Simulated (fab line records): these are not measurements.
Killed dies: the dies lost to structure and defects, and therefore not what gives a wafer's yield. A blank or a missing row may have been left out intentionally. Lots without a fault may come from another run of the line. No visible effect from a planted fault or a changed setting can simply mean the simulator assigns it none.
Chamber matching :: flow nand-harc :: ald-metal-01 running NHARC_A_CONTACT_ALD_18: 4 sister chambers
The step deposits TiN, target thk 3 nm, pulse time 1 s, ald cycles 150. 36 wafers are shown with their chamber, then 12 later ones without.

== EACH WAFER AND ITS CHAMBER ==
wafer: L074.2
chamber: 2
heater-power-w (W): 1136
precursor-pulse-height-rel: 0.969

wafer: L074.4
chamber: 2
heater-power-w (W): 1129
precursor-pulse-height-rel: 0.978

wafer: L074.6
chamber: 0
heater-power-w (W): 1329
precursor-pulse-height-rel: 0.995

wafer: L076.3
chamber: 1
heater-power-w (W): 1161
precursor-pulse-height-rel: 1.008

wafer: L076.4
chamber: 0
heater-power-w (W): 1311
precursor-pulse-height-rel: 1.026

wafer: L076.5
chamber: 2
heater-power-w (W): 1135
precursor-pulse-height-rel: 0.977

wafer: L076.1
chamber: 2
heater-power-w (W): 1142
precursor-pulse-height-rel: 0.999

wafer: L076.2
chamber: 0
heater-power-w (W): 1342
precursor-pulse-height-rel: 1.005

wafer: L076.6
chamber: 1
heater-power-w (W): 1117
precursor-pulse-height-rel: 1.023

wafer: L077.1
chamber: 3
heater-power-w (W): 1114
precursor-pulse-height-rel: 0.981

wafer: L077.3
chamber: 1
heater-power-w (W): 1122
precursor-pulse-height-rel: 0.988

wafer: L077.6
chamber: 2
heater-power-w (W): 1134
precursor-pulse-height-rel: 1.023

wafer: L077.2
chamber: 0
heater-power-w (W): 1359
precursor-pulse-height-rel: 0.982

wafer: L077.4
chamber: 2
heater-power-w (W): 1119
precursor-pulse-height-rel: 1.005

wafer: L077.5
chamber: 1
heater-power-w (W): 1158
precursor-pulse-height-rel: 1.013

wafer: L082.4
chamber: 3
heater-power-w (W): 1102
precursor-pulse-height-rel: 1.014

wafer: L082.5
chamber: 2
heater-power-w (W): 1095
precursor-pulse-height-rel: 1.008

wafer: L082.6
chamber: 3
heater-power-w (W): 1060
precursor-pulse-height-rel: 1.037

wafer: L081.2
chamber: 1
heater-power-w (W): 1120
precursor-pulse-height-rel: 0.981

wafer: L081.4
chamber: 2
heater-power-w (W): 1138
precursor-pulse-height-rel: 0.969

wafer: L081.6
chamber: 3
heater-power-w (W): 1088
precursor-pulse-height-rel: 0.990

wafer: L086.1
chamber: 2
heater-power-w (W): 1136
precursor-pulse-height-rel: 1.009

wafer: L086.2
chamber: 1
heater-power-w (W): 1162
precursor-pulse-height-rel: 0.994

wafer: L086.5
chamber: 0
heater-power-w (W): 1355
precursor-pulse-height-rel: 0.979

wafer: L089.2
chamber: 3
heater-power-w (W): 1100
precursor-pulse-height-rel: 0.998

wafer: L089.5
chamber: 2
heater-power-w (W): 1104
precursor-pulse-height-rel: 1.002

wafer: L089.6
chamber: 3
heater-power-w (W): 1139
precursor-pulse-height-rel: 1.005

wafer: L091.2
chamber: 3
heater-power-w (W): 1098
precursor-pulse-height-rel: 1.028

wafer: L091.4
chamber: 1
heater-power-w (W): 1151
precursor-pulse-height-rel: 1.008

wafer: L091.6
chamber: 2
heater-power-w (W): 1094
precursor-pulse-height-rel: 0.982

wafer: L092.1
chamber: 0
heater-power-w (W): 1333
precursor-pulse-height-rel: 0.976

wafer: L092.3
chamber: 2
heater-power-w (W): 1128
precursor-pulse-height-rel: 1.009

wafer: L092.5
chamber: 0
heater-power-w (W): 1333
precursor-pulse-height-rel: 1.014

wafer: L092.2
chamber: 1
heater-power-w (W): 1151
precursor-pulse-height-rel: 0.971

wafer: L092.4
chamber: 3
heater-power-w (W): 1115
precursor-pulse-height-rel: 0.991

wafer: L092.6
chamber: 1
heater-power-w (W): 1187
precursor-pulse-height-rel: 1.018

SIGNATURES (means of the wafers above)
reading: heater-power-w
chamber 0: 1337.43
chamber 1: 1147.67
chamber 2: 1124.17
chamber 3: 1102.00
scatter within a chamber: 20.1

reading: precursor-pulse-height-rel
chamber 0: 0.99671
chamber 1: 1.00044
chamber 2: 0.99417
chamber 3: 1.00550
scatter within a chamber: 0.0186
Rule: for a wafer and a chamber, the distance is found by dividing, reading by reading, the gap between the wafer's reading and the chamber's mean by the reading's scatter, squaring, summing and taking the root. If the next closest chamber is less than 2 further off than the closest, the wafer can't be placed; otherwise it belongs to the closest. The scatter: take each reading less its chamber's mean, square it, sum over the shown wafers, divide by the number of wafers less the number of chambers, and take the root.

== WAFERS WITHOUT THEIR CHAMBER ==
wafer: L095.1
heater-power-w (W): 1135
precursor-pulse-height-rel: 0.992

wafer: L095.3
heater-power-w (W): 1115
precursor-pulse-height-rel: 0.999

wafer: L095.6
heater-power-w (W): 1100
precursor-pulse-height-rel: 0.985

wafer: L093.1
heater-power-w (W): 1301
precursor-pulse-height-rel: 0.968

wafer: L093.2
heater-power-w (W): 1092
precursor-pulse-height-rel: 1.012

wafer: L093.6
heater-power-w (W): 1074
precursor-pulse-height-rel: 0.986

wafer: L096.2
heater-power-w (W): 1210
precursor-pulse-height-rel: 0.994

wafer: L096.3
heater-power-w (W): 1059
precursor-pulse-height-rel: 0.989

wafer: L096.6
heater-power-w (W): 1200
precursor-pulse-height-rel: 0.980

wafer: L096.1
heater-power-w (W): 1121
precursor-pulse-height-rel: 1.019

wafer: L096.4
heater-power-w (W): 1305
precursor-pulse-height-rel: 0.970

wafer: L096.5
heater-power-w (W): 1105
precursor-pulse-height-rel: 1.018

== WHICH CHAMBER EACH ONE RAN IN ==
wafer: L095.1
from the rows above: can't be placed: 2 or 1 or 3
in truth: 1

wafer: L095.3
from the rows above: can't be placed: 2 or 3 or 1
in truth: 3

wafer: L095.6
from the rows above: can't be placed: 3 or 2 or 1
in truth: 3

wafer: L093.1
from the rows above: 0
in truth: 0

wafer: L093.2
from the rows above: can't be placed: 3 or 2
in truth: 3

wafer: L093.6
from the rows above: can't be placed: 3 or 2
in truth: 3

wafer: L096.2
from the rows above: can't be placed: 1 or 2
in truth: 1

wafer: L096.3
from the rows above: can't be placed: 3 or 2
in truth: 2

wafer: L096.6
from the rows above: can't be placed: 1 or 2
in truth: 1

wafer: L096.1
from the rows above: can't be placed: 3 or 2 or 1
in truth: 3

wafer: L096.4
from the rows above: 0
in truth: 0

wafer: L096.5
from the rows above: can't be placed: 3 or 2 or 1
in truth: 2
2 of 12 placed correctly. Not placeable from these rows: 10 (in 10, the candidates include the true chamber). 0 placed wrongly.
